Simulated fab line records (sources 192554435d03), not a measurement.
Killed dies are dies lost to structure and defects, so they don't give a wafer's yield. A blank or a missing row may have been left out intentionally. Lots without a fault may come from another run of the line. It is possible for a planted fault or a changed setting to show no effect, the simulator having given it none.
A struck lot beside a sound one + flow n5_finfet + 16 steps out of a route of 1938
Sound: wafers L514.1, L514.3, L514.5. The struck wafers were L525.1, L525.6. The cause comes at the end.
At each step with rows: each side's tool, then ch and its chambers, then its first start. Under that, the readings that differ: sound wafers + struck wafers + difference of the means + sigmas: that difference in standard deviations of wafers without a fault.
alike: same words and numbers on both sides, and readings whose means sit less than 2 such deviations apart. not compared: any withheld reading, any reading some wafer has no value for, any bound like >300 that may hide the same value, and any number with overlapping values for which the record gives no deviation.
The two part at a step that has a row with sigmas, a row that says differs or no value, or rows on one side only. Non-overlapping numbers with no deviation appear without sigmas and do not part them. A reading missing from all wafers of one side parts the sides only when that side holds two or more wafers.

first, 3 steps without rows for these wafers: N5_BEOL_M0_WET_ETCH_106 (etches SiO2 in DHF, target depth 130 nm, rinse time 30 s); N5_BEOL_M0_ETCH_128 (etches SiCN in CF4/N2, target depth 12 nm, overetch 5.1 nm, time 21.4 s); N5_BEOL_M0_TRENCH_ETCH_107 (etches SiOC in C4F6/O2, target depth 32.8 nm, time 16.4 s).
N5_BEOL_M0_STRIP_142: strips in N2/H2, time 10 s.
  sound on rie_diel-02 ch 0,2,3, day 6 22:08; struck on rie_diel-03 ch 0, day 9 05:29
| reading               | sound          | struck    | difference | sigmas |
|-----------------------|----------------|-----------|------------|--------|
| oes_product_au (a.u.) | 0.71 0.74 0.84 | 0.93 0.93 | +0.17      | +2     |
  alike: drypump_motor_current_A, rf_vpp_V, showerhead_plenum_p_Torr, throttle_valve_pct
  not compared: rf_hours_counter_h
N5_BEOL_M0_OCD_MEAS_108:
  sound: ocd-02 at day 6 22:13; struck: ocd-02 at day 9 05:34
  alike: trench_depth_nm
then, 2 steps without rows for these wafers: N5_BEOL_M0_HM_STRIP_129 (strips TiN in peroxide tin strip, target depth 17 nm, time 108 s); N5_BEOL_M0_SRD_130 (time 30 s).
N5_BEOL_M0_ETCH_109: etches SiCN in CH3F/O2, target depth 8 nm, overetch 2.4 nm, time 27.4 s.
  sound on rie_diel-05 ch 1,2,3, day 6 22:31; struck on rie_diel-03 ch 1,3, day 9 05:41
  alike: drypump_motor_current_A, oes_product_au, rf_vpp_V, showerhead_plenum_p_Torr, throttle_valve_pct
  not compared: rf_hours_counter_h
then, 2 steps without rows for these wafers: N5_BEOL_M0_STRIP_139 (strips in post etch residue remover, time 60 s); N5_BEOL_M0_SRD_111 (time 30 s).
N5_BEOL_M0_DEGAS_112: time 60 s.
  sound: pvd_sputter-01 at day 6 22:41; struck: pvd_sputter-02 at day 9 06:41
  alike: heater_power_w
N5_BEOL_M0_PRE_CLEAN_113: time 30 s.
  sound: pvd_sputter-01 at day 6 22:43; struck: pvd_sputter-02 at day 9 06:44
  alike: heater_power_w
N5_BEOL_M0_ALD_136: deposits TaN, pulse time 2 s, purge time 3 s, co reactant purge time 2 s.
  sound on ald_metal-01 ch 2,3, day 6 23:01; struck on ald_metal-01 ch 0,1, day 9 06:49
| reading                      | sound | struck        | difference | sigmas |
|------------------------------|-------|---------------|------------|--------|
| co_reactant_pulse_time_s (s) | 3 3 3 | 3.6315 3.6315 | +0.6315    |        |
  alike: chamber_pressure_Torr, heater_power_w, precursor_vessel_carrier_sccm
N5_BEOL_M0_SURFACE_TREAT_137:
  sound: pvd_sputter-03 at day 7 00:31; struck: pvd_sputter-02 at day 9 07:05
  not compared: throttle_valve_pct
-- a jump in the record: the struck wafers' starts before and after are 3 days apart (it breaks off in module BEOL_M0 and resumes in module BEOL_M4, where the first step shown is number 1111 of the route) --
N5_BEOL_M4_RC_MEAS_101:
  sound on prober-01 ch 0, day 9 12:11; struck on prober-02 ch 0, day 12 14:01
  alike: DIBL_N, DIBL_P, IOFF_N, IOFF_P, ION_N, ION_P, SS_N, SS_P, VT_N, VT_P
N5_PASSIVATION_PROBE_49:
  the record holds rows for the sound wafers here (prober-01, day 14 00:50) but none for the struck ones

== WHERE THEY PART ==
Last at N5_PASSIVATION_PROBE_49 as far as this record goes, first at N5_BEOL_M0_STRIP_142.

WHY: the cause the simulator had injected
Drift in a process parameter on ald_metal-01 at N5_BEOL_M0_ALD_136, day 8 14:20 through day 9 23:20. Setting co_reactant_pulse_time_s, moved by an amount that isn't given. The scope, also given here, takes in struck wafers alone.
